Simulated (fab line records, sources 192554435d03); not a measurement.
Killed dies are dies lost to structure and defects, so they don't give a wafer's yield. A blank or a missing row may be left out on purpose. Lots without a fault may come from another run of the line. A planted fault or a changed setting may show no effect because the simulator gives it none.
Chamber matching | flow n5_finfet | N5_BEOL_M2_ALD_98 on ald_sin-04: 4 sister chambers
The step deposits SiO2, target thk 2.5 nm, pulse time 1 s, co reactant pulse time 1 s. 4 wafers are shown with their chamber, then 8 later ones without.

WAFERS WITH THEIR CHAMBER
wafer  | chamber | heater_power_w (W)
L081.3 | 0       | 65
L086.2 | 3       | 78
L086.4 | 2       | 61
L088.2 | 1       | 78

WAFERS WITHOUT THEIR CHAMBER
wafer  | heater_power_w (W)
L088.3 | 66
L088.5 | 78
L092.1 | 61
L092.2 | 67
L092.4 | 79
L095.1 | 59
L095.2 | 66
L095.6 | 61

WHICH CHAMBER EACH WENT THROUGH
wafer  | from the rows above     | in truth
L088.3 | 0                       | 0
L088.5 | can't be placed: 1 or 3 | 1
L092.1 | 2                       | 2
L092.2 | 0                       | 0
L092.4 | can't be placed: 1 or 3 | 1
L095.1 | 2                       | 2
L095.2 | 0                       | 0
L095.6 | 2                       | 2
Placed correctly: 6 of 8. Can't be placed from these rows: 2 (the true chamber is among the candidates in 2). Placed wrongly: 0.
How it was worked out, from the rows above alone: a wafer's distance from a chamber is the root of the sum, over the readings, of the square of ((its reading less the chamber's mean) divided by the reading's scatter). The wafer belongs to the nearest chamber; if the next one is less than 2 further off, it can't be placed. A chamber's mean is the mean of its shown wafers. The scatter: with one shown wafer a chamber, the root of the mean of the squares of how far each hidden wafer lies from its nearest shown one.
